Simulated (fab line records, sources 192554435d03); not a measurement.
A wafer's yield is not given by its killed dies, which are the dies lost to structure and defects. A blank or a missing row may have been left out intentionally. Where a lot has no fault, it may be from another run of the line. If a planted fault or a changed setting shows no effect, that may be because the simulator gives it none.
Comparing a struck lot with a sound one / flow n5 finfet / 16 out of 1938 route steps
Sound: wafers L288.2, L288.4, L288.5. Struck: wafer L304.6. (L304.1, L304.5 of the same lot were not struck and are left out.) The cause comes at the end.
For every step that has rows: the tool of each side, followed by ch and its chambers, followed by its first start. Under that, the readings that differ: sound wafers / struck wafers / difference of the means / sigmas: that difference in standard deviations of wafers without a fault.
alike: same words and numbers on both sides, and readings whose means sit less than 2 such deviations apart. not compared: any withheld reading, any reading some wafer has no value for, any bound like >300 that may hide the same value, and any number with overlapping values for which the record gives no deviation.
Wherever a step has rows on one side only, a row that says differs or no value, or a row with sigmas, the two part there. Numbers that have no deviation but don't overlap get no sigmas and don't part them. A reading that every wafer of one side lacks parts them only if that side has two wafers or more.

first, 8 steps without rows for these wafers: N5_SDB_COAT_03 (time 60 s, resist thk 100 nm); N5_SDB_COAT_04 (time 60 s, resist thk 18 nm); N5_SDB_COAT_05 (resist thk 90 nm); N5_SDB_EBR_07; N5_SDB_SOFTBAKE_06 (time 60 s); N5_SDB_EXPOSE_08 (exposes mask SDB); N5_SDB_PEB_09 (peb time 60 s); N5_SDB_DEVELOP_10 (develop time 30 s).
N5_SDB_CD_MEAS_11 targets a cd of 50 nm.
  sound on cd sem-02 ch 0, day 4 10:53; struck on cd sem-02 ch 0, day 8 11:14
  alike: cd nm
N5_SDB_OVL_MEAS_12:
  sound on overlay-02 ch 0, day 4 10:55; struck on overlay-02 ch 0, day 8 11:16
  alike: SDB_OVL
N5_SDB_INSPECT_13: inspects for defects (brightfield).
  sound: defect inspect-02 at day 4 10:56; struck: defect inspect-01 at day 8 11:17
  alike: raw defect count
N5_SDB_DESCUM_16: chemistry O2, time 7.9 s.
  sound on rie diel-01 ch 0,1, day 4 10:58; struck on rie diel-01 ch 0, day 8 11:35
reading=oes product au (a.u.); sound=0.70 0.75 0.69; struck=1.01; difference=+0.30; sigmas=+4
reading=rf vpp V (V); sound=240.6 243.8 241.2; struck=245.8; difference=+3.9; sigmas=+3
reading=showerhead plenum p Torr (Torr); sound=1.98 2.08 1.98; struck=2.23; difference=+0.22; sigmas=+3
reading=throttle valve pct (%); sound=20.21 20.56 20.22; struck=19.91; difference=-0.42; sigmas=-2
  alike: drypump motor current A
  not compared: rf hours counter h
N5_SDB_ETCH_17: etches SiARC in CF4, target depth 23.4 nm, time 39 s.
  sound on rie diel-01 ch 0,1, day 4 11:00; struck on rie diel-01 ch 0, day 8 11:37
reading=etch rf on time s (s); sound=39.3 39.6 39.5; struck=27.6; difference=-11.9; sigmas=-12
reading=oes product au (a.u.); sound=0.60 0.65 0.60; struck=1.05; difference=+0.43; sigmas=+7
reading=showerhead plenum p Torr (Torr); sound=2.03 2.13 2.03; struck=2.27; difference=+0.21; sigmas=+3
reading=throttle valve pct (%); sound=15.49 15.78 15.50; struck=15.07; difference=-0.52; sigmas=-3
  alike: drypump motor current A, rf vpp V
  not compared: rf hours counter h
N5_SDB_ETCH_18: etches SOC in N2/H2, target depth 100 nm, overetch 20 nm, time 150 s.
  sound on rie diel-01 ch 0,1, day 4 11:02; struck on rie diel-01 ch 0, day 8 11:39
reading=oes product au (a.u.); sound=0.63 0.68 0.62; struck=0.90; difference=+0.26; sigmas=+4
reading=rf vpp V (V); sound=521.1 523.3 520.9; struck=528.7; difference=+6.9; sigmas=+3
reading=showerhead plenum p Torr (Torr); sound=2.42 2.54 2.42; struck=2.73; difference=+0.27; sigmas=+3
reading=throttle valve pct (%); sound=17.88 17.99 17.87; struck=17.52; difference=-0.39; sigmas=-2
  alike: drypump motor current A
  not compared: rf hours counter h
-- the record jumps here: 5 days lie between the struck wafers' starts before and after (it left off in module SDB and takes up again in module BEOL_M4, whose first step shown is number 1111 of the route) --
N5_BEOL_M4_RC_MEAS_101:
  sound on prober-02 ch 0, day 8 21:43; struck on prober-02 ch 0, day 13 08:35
  alike: DIBL_N, DIBL_P, IOFF_N, IOFF_P, ION_N, ION_P, SS_N, SS_P, VT_N, VT_P
-- a jump in the record: the struck wafers' starts before and after are 5 days apart (it breaks off in module BEOL_M4 and resumes in module PASSIVATION, where the first step shown is number 1936 of the route) --
N5_PASSIVATION_PROBE_49:
  sound: prober-02 at day 14 09:43; struck: prober-01 at day 18 07:08
reading=defect limited yield (%); sound=91.4 89.9 90.3; struck=94.4; difference=+3.9; sigmas=+3
reading=killed dies; sound=101 119 115; struck=66; difference=-46; sigmas=-3
reading=killed open; sound=71 82 84; struck=43; difference=-36; sigmas=-3
reading=sort_bin_6_memory (%); sound=3.2 4.2 2.9; struck=1.4; difference=-2.0; sigmas=-3
reading=sort n pass; sound=1079 1061 1065; struck=1114; difference=+46; sigmas=+2
reading=sort yield pct (%); sound=91.4 89.9 90.3; struck=94.4; difference=+3.9; sigmas=+2
  alike: killed_at_M0_to_M3, killed_at_M4_up, killed at contacts, killed at front end, killed at other, killed on rim, killed short, sort_bin_4_leakage, sort_bin_5_function

## WHERE THEY PART
Earliest at N5_SDB_DESCUM_16; latest, in this record, at N5_PASSIVATION_PROBE_49.

WHY: what the simulator had put in
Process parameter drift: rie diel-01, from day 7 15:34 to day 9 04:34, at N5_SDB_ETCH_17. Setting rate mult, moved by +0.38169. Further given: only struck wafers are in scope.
